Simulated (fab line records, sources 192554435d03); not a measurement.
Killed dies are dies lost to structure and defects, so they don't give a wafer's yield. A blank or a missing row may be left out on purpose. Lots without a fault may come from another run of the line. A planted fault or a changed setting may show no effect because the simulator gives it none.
Chamber matching | flow n5_finfet | N5_BEOL_M10_STRIP_19 on rie_diel-03: 4 sister chambers
The step strips in O2. 4 wafers are shown with their chamber, then 12 later ones without.

WAFERS WITH THEIR CHAMBER
wafer  | chamber | drypump_motor_current_A (A)
L082.5 | 2       | 5.3
L082.6 | 1       | 6.5
L084.3 | 0       | 5.5
L084.5 | 3       | 4.9

WAFERS WITHOUT THEIR CHAMBER
wafer  | drypump_motor_current_A (A)
L090.1 | 5.5
L090.5 | 6.5
L090.6 | 5.3
L091.2 | 5.3
L091.3 | 5.5
L091.4 | 6.5
L093.2 | 5.5
L093.3 | 6.5
L093.4 | 4.8
L097.1 | 4.9
L097.2 | 6.5
L097.5 | 4.9

WHICH CHAMBER EACH WENT THROUGH
wafer  | from the rows above | in truth
L090.1 | 0                   | 0
L090.5 | 1                   | 1
L090.6 | 2                   | 2
L091.2 | 2                   | 2
L091.3 | 0                   | 0
L091.4 | 1                   | 1
L093.2 | 0                   | 0
L093.3 | 1                   | 1
L093.4 | 3                   | 3
L097.1 | 3                   | 3
L097.2 | 1                   | 1
L097.5 | 3                   | 3
Placed correctly: 12 of 12. Can't be placed from these rows: 0. Placed wrongly: 0.
How it was worked out, from the rows above alone: a wafer's distance from a chamber is the root of the sum, over the readings, of the square of ((its reading less the chamber's mean) divided by the reading's scatter). The wafer belongs to the nearest chamber; if the next one is less than 2 further off, it can't be placed. A chamber's mean is the mean of its shown wafers. The scatter: with one shown wafer a chamber, the root of the mean of the squares of how far each hidden wafer lies from its nearest shown one.
